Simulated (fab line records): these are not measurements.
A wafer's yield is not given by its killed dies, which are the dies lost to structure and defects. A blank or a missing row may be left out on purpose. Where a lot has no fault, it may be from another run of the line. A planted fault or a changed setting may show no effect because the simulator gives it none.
Lot-split experiment	flow n5_finfet	7 lots, 33 wafers read, on a route of 1938 steps

## THE SPLIT
At N5_BEOL_M12_TRENCH_ETCH_34 (etches SiOC in C4F8/O2/Ar, target depth 318.95 nm, time 125.5 s), the setting target_depth_a was moved away from the recipe's 3189.5 angstrom on 10 of the 33 wafers read, by -53.9% to +48.6%. The other wafers ran this setting at the recipe's value.

## FROM THE SPLIT TO THE READING: what the file shows between them, 10 steps
- N5_BEOL_M12_STRIP_70: strips in C4F8/O2/Ar
- N5_BEOL_M12_OCD_MEAS_35
- N5_BEOL_M12_STRIP_37: strips in N2/H2
- N5_BEOL_M12_ETCH_38: etches SiCN in CF4/N2, target depth 68.7 nm, time 73.4 s
- N5_BEOL_M12_ECD_47: material Cu, target thk 720 nm
- N5_BEOL_M12_ANNEAL_48: time 90 s
- N5_BEOL_M12_CMP_49: polishes, stops on SiOC, t overpolish 20.6 s, target thk 320 nm
- N5_BEOL_M12_THK_MEAS_50: measures by xrf
- N5_BEOL_M12_PRE_CLEAN_52: time 15 s
- N5_BEOL_M12_DEP_53: deposits SiCN from 3MS/NH3, target thk 30 nm, time 10.5 s

## THE READING
At N5_BEOL_M12_RS_MEAS_54, a four-point-probe measurement gives M12_RS in ohm/sq. A value of 0.0601 ohm/sq with a standard deviation of 0.00091 ohm/sq is what fault-free wafers of this fab line usually give.

wafer	tool, chamber at the split	target_depth_a as run, angstrom	against the recipe	M12_RS, ohm/sq	against lot-mates on the recipe
L075.1	rie_diel-05, 0	3189.5	recipe	0.0598	-
L075.2	rie_diel-05, 1	3189.5	recipe	0.0604	-
L075.3	rie_diel-05, 2	3189.5	recipe	0.0598	-
L075.4	rie_diel-05, 3	3189.5	recipe	0.0585	-
L075.5	rie_diel-05, 1	3189.5	recipe	0.0597	-
L075.6	rie_diel-05, 0	3189.5	recipe	0.0605	-
L076.1	rie_diel-05, 2	3189.5	recipe	0.0608	-
L076.2	rie_diel-05, 1	4739	+48.6%	0.0401	-0.0198
L076.3	rie_diel-05, 0	4739	+48.6%	0.0400	-0.0199
L076.4	rie_diel-05, 3	3189.5	recipe	0.0586	-
L076.5	rie_diel-05, 0	4739	+48.6%	0.0402	-0.0197
L076.6	rie_diel-05, 1	3189.5	recipe	0.0603	-
L077.3	rie_diel-05, 2	3784	+18.6%	0.0504	-0.0105
L077.4	rie_diel-05, 0	3784	+18.6%	0.0507	-0.0102
L077.5	rie_diel-05, 2	3189.5	recipe	0.0609	-
L083.1	rie_diel-02, 3	3189.5	recipe	0.0602	-
L083.2	rie_diel-02, 0	3189.5	recipe	0.0602	-
L083.3	rie_diel-02, 1	3189.5	recipe	0.0596	-
L083.4	rie_diel-02, 2	3189.5	recipe	0.0606	-
L083.5	rie_diel-02, 3	3189.5	recipe	0.0593	-
L083.6	rie_diel-02, 2	3189.5	recipe	0.0606	-
L082.1	rie_diel-06, 3	1469	-53.9%	0.1374	+0.0786
L082.4	rie_diel-06, 1	3189.5	recipe	0.0588	-
L082.6	rie_diel-06, 3	1469	-53.9%	0.1373	+0.0785
L088.2	rie_diel-05, 2	3189.5	recipe	0.0606	-
L088.5	rie_diel-05, 0	3189.5	recipe	0.0602	-
L088.6	rie_diel-05, 2	3189.5	recipe	0.0614	-
L089.1	rie_diel-06, 3	3189.5	recipe	0.0603	-
L089.2	rie_diel-06, 0	2515	-21.1%	0.0776	+0.0180
L089.3	rie_diel-06, 2	2515	-21.1%	0.0750	+0.0154
L089.4	rie_diel-06, 1	3189.5	recipe	0.0588	-
L089.5	rie_diel-06, 1	3189.5	recipe	0.0598	-
L089.6	rie_diel-06, 2	2515	-21.1%	0.0753	+0.0157

THE FIT
A straight line over all 33 wafers: M12_RS changes by -0.000847 ohm/sq for each +1% of target_depth_a; r = -0.89; the points scatter about the line by 0.0097 ohm/sq.
The same after taking each lot's own level away (the mean of its wafers on the recipe; 33 wafers): -0.000859 ohm/sq for each +1%; r = -0.89; scatter 0.0099 ohm/sq.
According to that fit, moving target_depth_a by its largest amount changes the reading by 0.046 ohm/sq.
The span of the lots' own levels, 0.05880 to 0.06090 ohm/sq, comes to 2.3 times the standard deviation stated above.
The two slopes are in agreement: the lot-to-lot level therefore moves the slope only a little.
Check: +0.0422 ohm/sq against its lot-mates is what the line predicts for one of the wafers moved furthest among these (-53.9%) when that wafer is left out of the fit. It came out at +0.0786 ohm/sq against them.

## THE WHOLE CHAIN: every reading that the file lists as answering this split, in the file's order
step	what it does	reading	change (the file's fit)	r (the file's)
N5_BEOL_M12_TRENCH_ETCH_34	etches SiOC in C4F8/O2/Ar, target depth 318.95 nm, time 125.5 s	etch.depth_nm (the simulator's own value, which no gauge read)	+3.16 nm for each +1% of the setting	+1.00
N5_BEOL_M12_OCD_MEAS_35		trench_depth_nm	+3.17 nm for each +1% of the setting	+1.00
N5_BEOL_M12_CMP_49	polishes, stops on SiOC, t overpolish 20.6 s, target thk 320 nm	Cu_of_BEOL_M12_ECD_47.thk_nm (the simulator's own value, which no gauge read)	+3.18 nm for each +1% of the setting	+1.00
N5_BEOL_M12_THK_MEAS_50	measures by xrf	M12_THK	+3.25 for each +1% of the setting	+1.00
N5_BEOL_M12_RS_MEAS_54	measures by four-point-probe	M12_RS	-0.00077 for each +1% of the setting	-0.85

## FILE'S OWN FIT
M12_RS changes by -0.00077 ohm/sq for each +1% of target_depth_a, r = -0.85.
